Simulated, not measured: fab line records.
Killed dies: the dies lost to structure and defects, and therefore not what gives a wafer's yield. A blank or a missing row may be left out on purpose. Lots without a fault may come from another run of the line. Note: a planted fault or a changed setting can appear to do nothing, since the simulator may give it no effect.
Lot-split experiment | flow n5-finfet | route with 1938 steps; 7 lots, 21 wafers read

== THE SPLIT ITSELF ==
At N5_BEOL_M4_COAT_67 (time 60 s, resist thk 60 nm), the setting spin-rpm was moved away from the recipe's 1500 rpm on 8 of the 21 wafers read, by -10.5% to +10.3%. This setting was run at the recipe's value on the other wafers.

== FROM THE SPLIT TO THE READING: what the file shows between them, 8 steps ==
- N5_BEOL_M4_COAT_22: resist thk 30 nm (also split here: spin-rpm)
- N5_BEOL_M4_EBR_24
- N5_BEOL_M4_SOFTBAKE_23: time 60 s
- N5_BEOL_M4_ALD_98: deposits SiO2, target thk 2.5 nm, pulse time 1 s, co reactant pulse time 1 s
- N5_BEOL_M4_ETCHBACK_99: etches SiO2 in CHF3, target depth 5 nm, time 10.4 s
- N5_BEOL_M4_ETCH_70: etches SOC in N2/H2, target depth 80 nm, overetch 24 nm, time 130 s
- N5_BEOL_M4_STRIP_71: strips in N2/H2
- N5_BEOL_M4_STRIP_78: strips in N2/H2

== THE READING ==
SOC_of_BEOL_M4_COAT_67.thk-nm (the simulator's own value, which no gauge read), in nm, at N5_BEOL_M4_VIA_ETCH_34 (etches the open film in C4F6/O2, target depth 69.4 nm, time 65.9 s). The file gives no usual value for it. Average 51.9 nm, standard deviation 0.29 nm, over the 13 wafers here run with the recipe.

wafer  | tool, chamber at the split | spin-rpm as run, rpm | against the recipe | SOC_of_BEOL_M4_COAT_67.thk-nm, nm | against lot-mates on the recipe
L074.3 | litho-track-01, 0          | 1500                 | recipe             | 52                                | -
L074.4 | litho-track-01, 0          | 1500                 | recipe             | 51.8                              | -
L074.6 | litho-track-01, 0          | 1342                 | -10.5%             | 55.2                              | +3.3
L075.2 | litho-track-04, 0          | 1615                 | +7.7%              | 49.6                              | -2.2
L075.3 | litho-track-04, 0          | 1615                 | +7.7%              | 49.8                              | -2.0
L075.5 | litho-track-04, 0          | 1500                 | recipe             | 51.8                              | -
L083.2 | litho-track-04, 0          | 1500                 | recipe             | 51.8                              | -
L083.3 | litho-track-04, 0          | 1500                 | recipe             | 51.8                              | -
L083.4 | litho-track-04, 0          | 1438                 | -4.1%              | 52.8                              | +1.0
L088.2 | litho-track-02, 0          | 1500                 | recipe             | 52.2                              | -
L088.3 | litho-track-02, 0          | 1500                 | recipe             | 52.6                              | -
L088.5 | litho-track-02, 0          | 1500                 | recipe             | 52.4                              | -
L091.3 | litho-track-04, 0          | 1654                 | +10.3%             | 49                                | -2.8
L091.5 | litho-track-04, 0          | 1654                 | +10.3%             | 49                                | -2.8
L091.4 | litho-track-04, 0          | 1500                 | recipe             | 51.8                              | -
L096.1 | litho-track-04, 0          | 1500                 | recipe             | 52                                | -
L096.2 | litho-track-04, 0          | 1500                 | recipe             | 51.6                              | -
L096.3 | litho-track-04, 0          | 1385                 | -7.7%              | 54.2                              | +2.4
L097.2 | litho-track-02, 0          | 1418                 | -5.5%              | 53.6                              | +1.9
L097.3 | litho-track-02, 0          | 1500                 | recipe             | 51.6                              | -
L097.4 | litho-track-02, 0          | 1500                 | recipe             | 51.8                              | -

FIT RESULTS
A straight line over all 21 wafers: SOC_of_BEOL_M4_COAT_67.thk-nm changes by -0.292 nm for each +1% of spin-rpm; r = -0.99; the points scatter about the line by 0.26 nm.
The same after taking each lot's own level away (the mean of its wafers on the recipe; 21 wafers): -0.29 nm for each +1%; r = -0.99; scatter 0.16 nm.
Per that fit: largest spin-rpm move, reading shift of 3 nm.
The span of the lots' own levels, 51.70 to 52.40 nm, comes to 2.4 times the standard deviation stated above.
Consequently the slope shifts little with the lot-to-lot level, the two slopes agreeing.
Check: with one of the wafers moved furthest among these (-10.5%) left out of the fit, the line predicts +3.03 nm for it against its lot-mates. Against them it came out at +3.3 nm.

== THESE WAFERS: OTHER SPLITS ==
Before the reading, these wafers also passed through other splits. Each is held against what the fit with the lots' levels taken away leaves over:
other split on the same wafers | wafers away from the commonest value | r with SOC_of_BEOL_M4_COAT_67.thk-nm (lot level and that fit taken away)
N5_BEOL_M3_ETCH_64 time-s      | 10                                   | -0.09
N5_BEOL_M3_COAT_76 spin-rpm    | 9                                    | +0.08
N5_BEOL_M3_EXPOSE_25 dose-mj   | 8                                    | +0.15
N5_BEOL_M4_COAT_22 spin-rpm    | 11                                   | +0.14

== THE WHOLE CHAIN: every reading that the file lists as answering this split, in the file's order ==
step                   | what it does                                                        | reading                                                                        | change (the file's fit)               | r (the file's)
N5_BEOL_M4_COAT_67     | time 60 s, resist thk 60 nm                                         | SOC_of_BEOL_M4_COAT_67.thk-nm (the simulator's own value, which no gauge read) | -0.304 nm for each +1% of the setting | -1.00
N5_BEOL_M4_ETCH_70     | etches SOC in N2/H2, target depth 80 nm, overetch 24 nm, time 130 s | etch.depth-nm (the simulator's own value, which no gauge read)                 | -0.301 nm for each +1% of the setting | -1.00
N5_BEOL_M4_VIA_ETCH_34 | etches the open film in C4F6/O2, target depth 69.4 nm, time 65.9 s  | SOC_of_BEOL_M4_COAT_67.thk-nm (the simulator's own value, which no gauge read) | -0.295 nm for each +1% of the setting | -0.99

== FILE'S OWN FIT ==
SOC_of_BEOL_M4_COAT_67.thk-nm changes by -0.295 nm for each +1% of spin-rpm, r = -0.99.
